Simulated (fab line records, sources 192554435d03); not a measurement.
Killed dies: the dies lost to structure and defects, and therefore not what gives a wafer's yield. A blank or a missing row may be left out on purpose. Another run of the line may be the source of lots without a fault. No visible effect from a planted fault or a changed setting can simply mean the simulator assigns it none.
Matching of chambers | flow n5Finfet | N5_BEOL_M8_PECVD_70 on pecvd-01 has 3 sister chambers
The step deposits SiO2 from TEOS/O2, target thk 20 nm, time 22.7 s. 3 wafers are shown with their chamber, then 10 later ones without.

== EACH WAFER AND ITS CHAMBER ==
wafer  | chamber | throttleValvePct (%)
L085.6 | 2       | 22.1
L088.6 | 0       | 20.7
L089.4 | 1       | 22.5

== WAFERS WHOSE CHAMBER IS MISSING ==
wafer  | throttleValvePct (%)
L089.6 | 21.7
L090.2 | 22.2
L090.4 | 20.5
L090.6 | 22.1
L092.2 | 22.2
L092.4 | 20.5
L092.6 | 22.4
L096.1 | 20.6
L096.2 | 22.5
L096.3 | 22.2

== THE CHAMBER EACH PASSED THROUGH ==
wafer  | from the rows above     | in truth
L089.6 | 2                       | 2
L090.2 | can't be placed: 2 or 1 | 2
L090.4 | 0                       | 0
L090.6 | 2                       | 2
L092.2 | can't be placed: 2 or 1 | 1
L092.4 | 0                       | 0
L092.6 | can't be placed: 1 or 2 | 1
L096.1 | 0                       | 0
L096.2 | 1                       | 1
L096.3 | can't be placed: 2 or 1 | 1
Correctly placed: 6 of 10. These rows do not allow placing 4 (true chamber among the candidates in 4). 0 placed wrongly.
How it was worked out, from the rows above alone: a wafer's distance from a chamber is the root of the sum, over the readings, of the square of ((its reading less the chamber's mean) divided by the reading's scatter). If the next closest chamber is less than 2 further off than the closest, the wafer can't be placed; otherwise it belongs to the closest. The mean given for a chamber averages the wafers shown for that chamber. The scatter: with one shown wafer a chamber, the root of the mean of the squares of how far each hidden wafer lies from its nearest shown one.
